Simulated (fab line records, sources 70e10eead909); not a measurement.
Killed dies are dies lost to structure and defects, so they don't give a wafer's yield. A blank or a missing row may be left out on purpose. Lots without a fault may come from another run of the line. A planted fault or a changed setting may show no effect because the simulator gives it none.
A struck lot beside a sound one | flow nand_harc | 14 steps out of a route of 1302
Sound: wafers L755.1, L755.3, L755.5. Struck: wafers L767.2, L767.4, L767.5. The cause comes at the end.
At each step with rows: each side's tool, then ch and its chambers, then its first start. Under that, the readings that differ: sound wafers | struck wafers | difference of the means | sigmas: that difference in standard deviations of wafers without a fault.
alike: readings whose means differ by less than 2 such deviations, and words and numbers that are the same on both sides. not compared: withheld readings, readings that some wafer has no value for, bounds like >300 that may hide the same value, and numbers for which the record gives no deviation and whose values overlap.
The two part at a step that has a row with sigmas, a row that says differs or no value, or rows on one side only. Numbers that don't overlap but have no deviation are shown without sigmas and don't part them. A reading that every wafer of one side lacks parts them only if that side has two wafers or more.

NHARC_P_M2_PRE_CLEAN_30: time 30 s.
  sound on pvd_sputter-03; struck on pvd_sputter-01
  alike: heater_power_w
NHARC_P_M2_PVD_20: deposits TaN, target thk 5 nm, time 8.06 s.
  sound on pvd_sputter-03; struck on pvd_sputter-01
  alike: throttle_valve_pct
NHARC_P_M2_PVD_21: deposits Cu, target thk 30 nm, time 20.49 s.
  sound on pvd_sputter-03; struck on pvd_sputter-01
  alike: throttle_valve_pct
then, 1 step without rows for these wafers: NHARC_P_M2_ECD_22 (material Cu, target thk 400 nm).
NHARC_P_M2_ANNEAL_31: time 90 s.
  sound on rtp_anneal-01 ch 0, day 8 00:14; struck on rtp_anneal-02 ch 0, day 13 01:58
  alike: anneal_temp_c, wafer_temp_C_max
then, 1 step without rows for these wafers: NHARC_P_M2_CMP_23 (polishes, t overpolish 20 s, target thk 144.3 nm).
NHARC_P_M2_THK_MEAS_24: measures by xrf.
  sound on film_metro-01, day 8 00:54; struck on film_metro-01, day 13 02:35
  alike: thk_nm
then, 1 step without rows for these wafers: NHARC_P_M2_SRD_25.
NHARC_P_M2_INSPECT_27:
  sound on defect_inspect-02, day 8 01:04; struck on defect_inspect-02, day 13 02:44
  alike: raw_defect_count
then, 1 step without rows for these wafers: NHARC_P_M2_PRE_CLEAN_32 (time 12 s).
NHARC_P_M2_DEP_33: deposits SiCN, target thk 30 nm.
  sound on pecvd-01 ch 0,2, day 8 01:13; struck on pecvd-03 ch 0,1,2, day 13 02:56
  alike: heater_power_w, rf_fwd_power_W, showerhead_vpp_V
NHARC_P_BONDPAD_DEP_00: deposits SiCN, target thk 250 nm.
  sound on pecvd-03 ch 0,2, day 8 01:38; struck on pecvd-01 ch 0,1, day 13 03:22
  reading              | sound             | struck            | difference | sigmas
  rf_fwd_power_W (W)   | 449.9 449.7 449.9 | 268.6 267.8 270.0 | -181.0     | -99 or more
  showerhead_vpp_V (V) | 1274 1248 1237    | 914 1036 912      | -299       | -5
  alike: heater_power_w
then, 1 step without rows for these wafers: NHARC_P_BONDPAD_CMP_32 (polishes SiCN, target thk 200 nm).
-- the record jumps here: 17 days lie between the struck wafers' starts before and after (it left off in module P_BONDPAD and takes up again in module END, whose first step shown is number 1302 of the route) --
NHARC_END_SORT_01:
  sound on prober-02 ch 0, day 26 01:06; struck on prober-02 ch 0, day 30 14:23
  alike: defect_limited_yield, killed_at_array, killed_at_other, killed_at_periphery, killed_dies, killed_open, killed_short

WHERE THEY PART
Only at NHARC_P_BONDPAD_DEP_00, within this record. Later steps at which nothing parts them and some readings are alike: NHARC_END_SORT_01.

WHY: what the simulator had put in
Process parameter drift: pecvd-01, from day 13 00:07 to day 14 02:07, at NHARC_P_BONDPAD_DEP_00. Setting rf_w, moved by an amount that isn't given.
